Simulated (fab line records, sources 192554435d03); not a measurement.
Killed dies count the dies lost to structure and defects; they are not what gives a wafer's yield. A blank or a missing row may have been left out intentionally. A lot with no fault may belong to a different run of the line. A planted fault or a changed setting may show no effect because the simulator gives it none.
Chamber matching + flow n5Finfet + N5_BEOL_M14_DESCUM_15 on rieDiel-06: 3 sister chambers
The step chemistry O2, time 7.9 s. 18 wafers are shown with their chamber, then 7 later ones without.

WAFERS PAIRED WITH THEIR CHAMBERS
| wafer  | chamber | showerheadPlenumPTorr (Torr) | drypumpMotorCurrentA (A) | throttleValvePct (%) |
|--------|---------|------------------------------|--------------------------|----------------------|
| L074.1 | 0       | 2.06                         | 5.7                      | 20.01                |
| L074.3 | 2       | 2.16                         | 6.1                      | 19.96                |
| L074.5 | 3       | 2.04                         | 5.8                      | 20.41                |
| L078.1 | 0       | 2.05                         | 5.7                      | 20.04                |
| L078.4 | 3       | 2.03                         | 5.8                      | 20.42                |
| L078.6 | 2       | 2.16                         | 6.1                      | 19.99                |
| L080.1 | 2       | 2.16                         | 6.2                      | 19.98                |
| L080.5 | 0       | 2.05                         | 5.7                      | 20.04                |
| L080.6 | 3       | 2.03                         | 5.8                      | 20.42                |
| L081.1 | 2       | 2.16                         | 6.1                      | 19.98                |
| L081.5 | 3       | 2.03                         | 5.8                      | 20.44                |
| L081.6 | 0       | 2.05                         | 5.7                      | 20.02                |
| L082.1 | 3       | 2.03                         | 5.8                      | 20.43                |
| L082.3 | 2       | 2.16                         | 6.1                      | 20.02                |
| L082.5 | 0       | 2.05                         | 5.7                      | 20.04                |
| L087.1 | 3       | 2.03                         | 5.8                      | 20.45                |
| L087.2 | 2       | 2.15                         | 6.1                      | 20.01                |
| L087.3 | 0       | 2.05                         | 5.7                      | 20.04                |

SIGNATURES (means of the wafers above)
| reading               | chamber 0 | chamber 2 | chamber 3 | scatter within a chamber |
|-----------------------|-----------|-----------|-----------|--------------------------|
| showerheadPlenumPTorr | 2.0517    | 2.1583    | 2.0317    | 0.00408                  |
| drypumpMotorCurrentA  | 5.700     | 6.117     | 5.800     | 0.0236                   |
| throttleValvePct      | 20.0317   | 19.9900   | 20.4283   | 0.0171                   |
Rule: a wafer's distance from a chamber is the root of the sum, over the readings, of the square of ((its reading less the chamber's mean) divided by the reading's scatter). The wafer belongs to the nearest chamber; if the next one is less than 2 further off, it can't be placed. The scatter: take each reading less its chamber's mean, square it, sum over the shown wafers, divide by the number of wafers less the number of chambers, and take the root.

WAFERS WITH NO CHAMBER GIVEN
| wafer  | showerheadPlenumPTorr (Torr) | drypumpMotorCurrentA (A) | throttleValvePct (%) |
|--------|------------------------------|--------------------------|----------------------|
| L088.3 | 2.15                         | 6.1                      | 20.01                |
| L088.5 | 2.15                         | 6.1                      | 20.00                |
| L090.2 | 2.15                         | 6.1                      | 20.03                |
| L090.4 | 2.03                         | 5.8                      | 20.46                |
| L090.6 | 2.03                         | 5.8                      | 20.46                |
| L091.2 | 2.02                         | 5.8                      | 20.46                |
| L091.6 | 2.04                         | 5.7                      | 20.07                |

THE CHAMBER EACH PASSED THROUGH
| wafer  | from the rows above | in truth |
|--------|---------------------|----------|
| L088.3 | 2                   | 2        |
| L088.5 | 2                   | 2        |
| L090.2 | 2                   | 2        |
| L090.4 | 3                   | 3        |
| L090.6 | 3                   | 3        |
| L091.2 | 3                   | 3        |
| L091.6 | 0                   | 0        |
Placed correctly: 7 of 7. From these rows, 0 cannot be placed. Placed wrongly: 0.
